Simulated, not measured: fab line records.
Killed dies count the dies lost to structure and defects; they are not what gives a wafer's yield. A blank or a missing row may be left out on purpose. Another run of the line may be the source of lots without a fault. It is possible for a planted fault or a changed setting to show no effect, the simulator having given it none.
Shared-tool check + flow nand harc + Sampled: 10 lots, 33 wafers

## THE REASON FOR OPENING IT
On 1 of the 10 lots, a flag is raised at NHARC_P_STI_CD_MEAS_09 on the reading cd nm. Wafers without a fault read 200.7 nm, standard deviation 2.1.
Rule: a lot is flagged when every wafer of it that has a number lies more than 4 standard deviations from that mean, or none has a number. As for the other lots, they are considered sound.

| lot  | measured     | on        | cd nm (nm), wafer by wafer          | flag    |
|------|--------------|-----------|-------------------------------------|---------|
| L341 | day 3 03:40  | cd sem-03 | 202.1 200.8 202.4                   |         |
| L340 | day 3 03:50  | cd sem-01 | 202.0 199.3 204.7                   |         |
| L342 | day 3 14:25  | cd sem-02 | 201.8 200.5 204.3                   |         |
| L346 | day 5 06:48  | cd sem-02 | 201.4 202.7 201.6                   |         |
| L347 | day 5 16:22  | cd sem-02 | 198.9 201.3 199.3                   |         |
| L351 | day 7 10:40  | cd sem-03 | 201.2 200.8 201.7                   |         |
| L352 | day 7 20:09  | cd sem-03 | 180.7 183.6 185.2 180.6 183.6 185.3 | FLAGGED |
| L361 | day 11 12:49 | cd sem-03 | 199.3 201.4 200.7                   |         |
| L362 | day 11 22:25 | cd sem-02 | 197.4 199.8 201.2                   |         |
| L363 | day 12 08:48 | cd sem-02 | 199.3 199.7 201.5                   |         |
On average the flagged lots' numbers are 183.2 nm, which is -17.5 nm against the usual, or -8 standard deviations.

## TOOL THAT RAN EACH LOT
The record holds 1 process step before the reading, out of a route of 1302 steps. Each cell gives the tool, then ch followed by the chambers the sampled wafers passed through, then the start.
| lot  | flag    | NHARC_P_STI_EXPOSE_06             |
|------|---------|-----------------------------------|
| L341 |         | krf scanner-01 ch 0, day 3 03:31  |
| L340 |         | krf scanner-03 ch 0, day 3 03:41  |
| L342 |         | krf scanner-03 ch 0, day 3 14:16  |
| L346 |         | krf scanner-04 ch 0, day 5 06:40  |
| L347 |         | krf scanner-03 ch 0, day 5 16:13  |
| L351 |         | krf scanner-03 ch 0, day 7 10:31  |
| L352 | FLAGGED | krf scanner-03 ch 0, day 7 20:00  |
| L361 |         | krf scanner-01 ch 0, day 11 12:40 |
| L362 |         | krf scanner-03 ch 0, day 11 22:16 |
| L363 |         | krf scanner-01 ch 0, day 12 08:40 |
What these steps do:
- NHARC_P_STI_EXPOSE_06: exposes mask P STI, target cd 200 nm.
- NHARC_P_STI_CD_MEAS_09: target cd 200 nm.

## FLAGGED AGAINST TOTAL, ONE TOOL AT A TIME (gauges that did the reading follow at the end)
| step                   | tool           | lots run | flagged | share of the flagged lots | sound lots run after its first flagged lot |
|------------------------|----------------|----------|---------|---------------------------|--------------------------------------------|
| NHARC_P_STI_EXPOSE_06  | krf scanner-01 | 3        | 0       | none                      | -                                          |
| NHARC_P_STI_EXPOSE_06  | krf scanner-03 | 6        | 1       | all                       | 1 (L362)                                   |
| NHARC_P_STI_EXPOSE_06  | krf scanner-04 | 1        | 0       | none                      | -                                          |
| NHARC_P_STI_CD_MEAS_09 | cd sem-01      | 1        | 0       | none                      | -                                          |
| NHARC_P_STI_CD_MEAS_09 | cd sem-02      | 5        | 0       | none                      | -                                          |
| NHARC_P_STI_CD_MEAS_09 | cd sem-03      | 4        | 1       | all                       | 1 (L361)                                   |

## WHAT THE TABLE PERMITS
2 rows of the table ran every flagged lot: krf scanner-03 at NHARC_P_STI_EXPOSE_06, cd sem-03 at NHARC_P_STI_CD_MEAS_09.
- krf scanner-03 at NHARC_P_STI_EXPOSE_06: 1 of its 6 lots flagged. Sound lots ran on it after the first flagged one (L362), which a lasting fault on the whole tool wouldn't allow.
- cd sem-03 at NHARC_P_STI_CD_MEAS_09: 1 of its 4 lots flagged. Sound lots ran on it after the first flagged one (L361), which a lasting fault on the whole tool wouldn't allow.
Not one row of the table ran every flagged lot while running no sound lot after the first.

## WHAT THE SIMULATOR HAD INSERTED
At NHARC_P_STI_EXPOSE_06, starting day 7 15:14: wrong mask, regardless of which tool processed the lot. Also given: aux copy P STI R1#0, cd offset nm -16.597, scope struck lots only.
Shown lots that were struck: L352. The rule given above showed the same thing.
